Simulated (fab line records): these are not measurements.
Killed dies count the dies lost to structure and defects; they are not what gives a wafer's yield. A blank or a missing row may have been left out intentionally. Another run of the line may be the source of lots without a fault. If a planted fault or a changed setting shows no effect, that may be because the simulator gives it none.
A lot that was struck, set against a sound lot | flow n5Finfet | 15 out of 1938 route steps
Sound: the wafers L732.2, L732.4, L732.6. Struck: wafer L720.3; the same lot's L720.5 was not struck, so it is left out; see the end for the cause.
Per side, at each step with rows, come the tool, then ch with its chambers, and then its first start. Under that, the readings that differ: sound wafers | struck wafers | difference of the means | sigmas: that difference in standard deviations of wafers without a fault.
alike: same words and numbers on both sides, and readings whose means sit less than 2 such deviations apart. not compared: any withheld reading, any reading some wafer has no value for, any bound like >300 that may hide the same value, and any number with overlapping values for which the record gives no deviation.
A row with sigmas, a row that says differs or no value, or rows on one side alone: a step with any of these is where the two part. When numbers do not overlap yet have no deviation, they are printed without sigmas and do not part them. A reading that every wafer of one side lacks parts them only if that side has two wafers or more.

first, 1 step without rows for these wafers: N5_HKMG_FIN_ETCH_35 (etches SOC in N2/H2, target depth 215.8 nm, time 243.4 s).
N5_HKMG_FIN_STRIP_92: strips SOC in N2/H2, time 20 s.
  sound on rieDiel-02 ch 1,3, day 9 17:16; struck on rieDiel-02 ch 0, day 6 16:06
reading                      | sound          | struck | difference | sigmas
showerheadPlenumPTorr (Torr) | 3.56 3.44 3.44 | 3.28   | -0.20      | -2
  alike: drypumpMotorCurrentA, oesProductAu, rfVppV, throttleValvePct
  not compared: rfHoursCounterH
then, 5 steps without rows for these wafers: N5_HKMG_FIN_WET_ETCH_18 (etches TiN in SC1, time 55 s, target depth 5.2 nm, rinse time 30 s); N5_HKMG_FIN_STRIP_19 (strips in N2/H2, time 360 s); N5_HKMG_FIN_ALD_91 (deposits TiN, target thk 1 nm, pulse time 1 s, purge time 3 s); N5_HKMG_FIN_COAT_85 (time 60 s, resist thk 300 nm); N5_HKMG_FIN_ETCH_86 (etches SOC in N2/H2, stops on TiN, target depth 393.2 nm).
N5_HKMG_FIN_STRIP_89: strips SOC in N2/H2, time 20 s.
  sound on rieDiel-02 ch 0,1, day 9 18:16; struck on rieDiel-02 ch 2, day 6 17:02
reading    | sound          | struck | difference | sigmas
rfVppV (V) | 54.8 54.0 55.0 | 52.7   | -1.9       | -2
  alike: drypumpMotorCurrentA, oesProductAu, showerheadPlenumPTorr, throttleValvePct
  not compared: rfHoursCounterH
then, 1 step without rows for these wafers: N5_HKMG_FIN_WET_ETCH_87 (etches TiN in SC1, time 154.2 s, target depth 4.7 nm, rinse time 30 s).
N5_HKMG_FIN_STRIP_88: strips in N2/H2, time 360 s.
  sound on plasmaAsher-01 ch 0,1, day 9 18:28; struck on plasmaAsher-01 ch 1, day 6 17:20
  alike: drypumpMotorCurrentA, heaterPowerW
  not compared: rfHoursCounterH
N5_HKMG_FIN_NWFM_ALD_20: deposits TiAlC, target thk 2 nm, pulse time 3 s, purge time 2 s.
  sound on aldMetal-03 ch 1,2,3, day 9 18:51; struck on aldMetal-03 ch 1, day 6 17:36
  alike: heaterPowerW, precursorPulseHeightRel
then, 1 step without rows for these wafers: N5_HKMG_FIN_ALD_71 (deposits TiN, target thk 1 nm, pulse time 1 s, purge time 3 s).
N5_HKMG_FIN_COAT_66: time 60 s, resist thk 300 nm.
  sound on lithoTrack-03 ch 0, day 9 19:14; struck on lithoTrack-04 ch 0, day 6 17:59
reading               | sound             | struck | difference | sigmas
heaterPowerTotalW (W) | 500.4 501.8 499.3 | 533.7  | +33.2      | +17
runLengthS (s)        | 65.87 65.94 65.82 | 59.46  | -6.42      | -25
N5_HKMG_FIN_ETCH_67: etches SOC in N2/H2, stops on TiN, target depth 388.9 nm.
  sound on rieDiel-04 ch 1,2,3, day 9 19:20; struck on rieDiel-02 ch 1, day 6 18:02
  alike: drypumpMotorCurrentA, oesProductAu, rfVppV, showerheadPlenumPTorr, throttleValvePct
  not compared: rfHoursCounterH
N5_PASSIVATION_PROBE_49:
  the record holds rows for the sound wafers here (prober-02, day 20 05:23) but none for the struck ones

== WHERE THEY PART ==
Earliest at N5_HKMG_FIN_STRIP_92; latest, in this record, at N5_PASSIVATION_PROBE_49.

WHY: whatever the simulator had introduced
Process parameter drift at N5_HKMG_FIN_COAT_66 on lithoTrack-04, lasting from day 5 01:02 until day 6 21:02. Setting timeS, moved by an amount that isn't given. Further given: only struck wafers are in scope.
